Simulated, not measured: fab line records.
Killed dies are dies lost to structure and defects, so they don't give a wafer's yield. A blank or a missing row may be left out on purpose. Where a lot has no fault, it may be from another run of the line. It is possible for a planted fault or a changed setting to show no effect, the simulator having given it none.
Which tool was responsible? + flow nand_harc + 37 wafers from 13 lots sampled at 4 of the route's 1159 steps

WHAT EACH GAUGE READ, for each wafer
NHARC_A_ONON_D1_THK_MEAS_24: measures by ellipsometry. Usual: 1002 nm for thk_nm, sd 7.9.
| lot  | measured     | on            | thk_nm (nm)    | flag |
|------|--------------|---------------|----------------|------|
| L956 | day 7 11:13  | film_metro-02 | 1001 1000 1000 |      |
| L957 | day 8 08:01  | film_metro-01 | 1012 1013 1010 |      |
| L960 | day 8 21:49  | film_metro-01 | 999 999 1000   |      |
| L959 | day 8 21:58  | film_metro-01 | 998 1000 1000  |      |
| L961 | day 9 10:02  | film_metro-02 | 1000 1000 1002 |      |
| L962 | day 9 10:22  | film_metro-02 | 1013 1012 1013 |      |
| L964 | day 9 18:05  | film_metro-02 | 1002 1000 1001 |      |
| L963 | day 10 02:53 | film_metro-01 | 1011 1010 1012 |      |
| L969 | day 11 01:25 | film_metro-01 | 996 997        |      |
| L972 | day 12 10:48 | film_metro-01 | 1000 1002      |      |
| L973 | day 12 11:08 | film_metro-02 | 992 994 994    |      |
| L975 | day 12 18:00 | film_metro-02 | 995 995 994    |      |
| L978 | day 13 12:20 | film_metro-02 | 1008 1008 1007 |      |

NHARC_A_ONON_D1_THK_MEAS_30: measures by ellipsometry. Usual: 1001 nm for thk_nm, sd 10.
| lot  | measured     | on            | thk_nm (nm)    | flag |
|------|--------------|---------------|----------------|------|
| L956 | day 7 12:22  | film_metro-01 | 994 994 991    |      |
| L957 | day 8 09:09  | film_metro-01 | 1012 1010 1011 |      |
| L960 | day 8 23:00  | film_metro-02 | 1003 1003 1004 |      |
| L959 | day 8 23:15  | film_metro-02 | 1008 1007 1006 |      |
| L961 | day 9 11:11  | film_metro-02 | 989 992 991    |      |
| L962 | day 9 11:29  | film_metro-01 | 1022 1021 1020 |      |
| L964 | day 9 19:13  | film_metro-01 | 983 982 983    |      |
| L963 | day 10 04:01 | film_metro-02 | 1009 1010 1010 |      |
| L969 | day 11 02:50 | film_metro-01 | 995 995        |      |
| L972 | day 12 11:56 | film_metro-02 | 1002 1005      |      |
| L973 | day 12 12:17 | film_metro-01 | 996 999 1000   |      |
| L975 | day 12 19:08 | film_metro-02 | 1017 1016 1015 |      |
| L978 | day 13 13:29 | film_metro-01 | 1002 1001 1002 |      |

NHARC_A_CHANNEL_HOLE_D1_CD_MEAS_10: the cd target is 100 nm. Usual: 100.2 nm for cd_nm, sd 0.67.
| lot  | measured     | on        | cd_nm (nm)        | flag |
|------|--------------|-----------|-------------------|------|
| L956 | day 7 15:35  | cd_sem-02 | 99.3 99.7 99.4    |      |
| L957 | day 8 15:37  | cd_sem-03 | 99.0 98.7 99.5    |      |
| L960 | day 9 02:32  | cd_sem-01 | 100.8 100.2 100.2 |      |
| L959 | day 9 02:46  | cd_sem-03 | 101.0 101.0 100.2 |      |
| L961 | day 9 14:19  | cd_sem-02 | 100.9 100.2 100.6 |      |
| L962 | day 9 16:22  | cd_sem-02 | 99.7 99.7 100.6   |      |
| L964 | day 9 22:46  | cd_sem-03 | 100.0 101.0 100.1 |      |
| L963 | day 10 07:16 | cd_sem-01 | 100.4 101.0 100.8 |      |
| L969 | day 11 06:54 | cd_sem-01 | 97.3 99.9         |      |
| L972 | day 12 17:08 | cd_sem-02 | 97.4 100.9        |      |
| L973 | day 12 17:43 | cd_sem-02 | 100.6 101.0 100.6 |      |
| L975 | day 12 22:23 | cd_sem-02 | 100.3 99.4 100.1  |      |
| L978 | day 13 20:26 | cd_sem-01 | 101.3 101.0 101.4 |      |

EACH LOT AND THE TOOL THAT RAN IT (in order: tool; ch and the chambers of the sampled wafers; start)
| lot  | NHARC_A_CHANNEL_HOLE_D1_PEB_08    |
|------|-----------------------------------|
| L956 | litho_track-04 ch 0, day 7 15:31  |
| L957 | litho_track-04 ch 0, day 8 15:32  |
| L960 | litho_track-01 ch 0, day 9 02:28  |
| L959 | litho_track-01 ch 0, day 9 02:41  |
| L961 | litho_track-01 ch 0, day 9 14:14  |
| L962 | litho_track-04 ch 0, day 9 16:17  |
| L964 | litho_track-01 ch 0, day 9 22:41  |
| L963 | litho_track-06 ch 0, day 10 07:11 |
| L969 | litho_track-01 ch 0, day 11 06:49 |
| L972 | litho_track-01 ch 0, day 12 17:03 |
| L973 | litho_track-06 ch 0, day 12 17:38 |
| L975 | litho_track-06 ch 0, day 12 22:19 |
| L978 | litho_track-06 ch 0, day 13 20:21 |
- NHARC_A_CHANNEL_HOLE_D1_PEB_08: peb time 65 s.

AS READ BY THE TOOLS THEMSELVES (means over the sampled wafers that have a number; for cases with no such wafer, the mark the record gives instead)
NHARC_A_CHANNEL_HOLE_D1_PEB_08. Usual: 156.5 W for heater_power_total_W, sd 0.43.
| lot  | tool           | heater_power_total_W (W) | flag |
|------|----------------|--------------------------|------|
| L956 | litho_track-04 | 156.7                    |      |
| L957 | litho_track-04 | 156.6                    |      |
| L960 | litho_track-01 | 156.5                    |      |
| L959 | litho_track-01 | 156.7                    |      |
| L961 | litho_track-01 | 156.4                    |      |
| L962 | litho_track-04 | 156.8                    |      |
| L964 | litho_track-01 | 156.4                    |      |
| L963 | litho_track-06 | 157.0                    |      |
| L969 | litho_track-01 | 162.1                    | OFF  |
| L972 | litho_track-01 | 161.6                    | OFF  |
| L973 | litho_track-06 | 156.4                    |      |
| L975 | litho_track-06 | 156.2                    |      |
| L978 | litho_track-06 | 157.0                    |      |

THE ANSWER, worked out from the rows above alone
Rule: a lot counts as off when the mean over its wafers that have a number is more than 3 standard deviations away from the usual mean. Also off: a lot with no number at a reading for which 4 or more lots have one. The other lots that the step has rows for count as sound. The gauges are gone through in route order, then the tools' own readings, and for those a lot's mean is taken as printed above. The first step at which some lot is off is used, and at that step the reading that is off furthest; a lot without a number counts as furthest.
Off at NHARC_A_CHANNEL_HOLE_D1_PEB_08 (heater_power_total_W): L969, L972.
A tool fits if, at that step or a process step before it, it ran every lot that is off, and no sound lot after the first of them. One fits: NHARC_A_CHANNEL_HOLE_D1_PEB_08 on litho_track-01. Its last sound lot is L964 (day 9 22:41), its first lot that is off L969 (day 11 06:49): a fault that began between those two fits.
The tool's own readings at NHARC_A_CHANNEL_HOLE_D1_PEB_08 bear it out: on the lots that are off they differ by more than 5 times the standard deviation of the sound lots' means. heater_power_total_W reads 161.8 W there against 156.6 W on the sound lots.

WHAT THE SIMULATOR HAD PUT IN
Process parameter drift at NHARC_A_CHANNEL_HOLE_D1_PEB_08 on litho_track-01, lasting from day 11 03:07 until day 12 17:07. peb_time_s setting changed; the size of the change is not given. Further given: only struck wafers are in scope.
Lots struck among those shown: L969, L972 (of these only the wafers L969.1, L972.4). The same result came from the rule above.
